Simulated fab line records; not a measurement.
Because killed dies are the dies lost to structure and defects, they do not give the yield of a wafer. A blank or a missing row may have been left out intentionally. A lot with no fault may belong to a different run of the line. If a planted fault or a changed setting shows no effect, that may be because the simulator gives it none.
Chamber matching -- flow n5 finfet -- N5_BEOL_M10_DESCUM_33 on rie diel-01: 4 sister chambers
The step chemistry O2, time 7.9 s. 8 wafers are shown with their chamber, then 7 later ones without.

## WAFERS, EACH WITH ITS CHAMBER
wafer,chamber,showerhead plenum p Torr (Torr),throttle valve pct (%)
L075.3,1,2.15,20.89
L079.2,2,2.27,20.72
L079.6,3,2.11,20.31
L089.2,2,2.26,20.75
L089.3,0,2.13,20.50
L089.5,0,2.13,20.50
L090.2,3,2.10,20.34
L090.5,1,2.14,20.43

## WAFERS MISSING THEIR CHAMBER
wafer,showerhead plenum p Torr (Torr),throttle valve pct (%)
L090.6,2.13,20.52
L091.2,2.25,20.77
L091.5,2.10,20.34
L091.6,2.13,20.55
L097.1,2.25,20.80
L097.3,2.13,20.45
L097.6,2.09,20.36

## EACH ONE'S CHAMBER
wafer,from the rows above,in truth
L090.6,0,0
L091.2,2,2
L091.5,3,3
L091.6,0,0
L097.1,2,2
L097.3,0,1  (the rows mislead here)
L097.6,3,3
Correct placement for 6 of the 7. From these rows, 0 cannot be placed. Number placed wrongly: 1.
How it was worked out, from the rows above alone: a wafer's distance from a chamber is the root of the sum, over the readings, of the square of ((its reading less the chamber's mean) divided by the reading's scatter). The wafer belongs to the nearest chamber; if the next one is less than 2 further off, it can't be placed. The mean given for a chamber averages the wafers shown for that chamber. The scatter: the root of (the sum of the squares of (reading less its chamber's mean) over the shown wafers, divided by (wafers less chambers)).
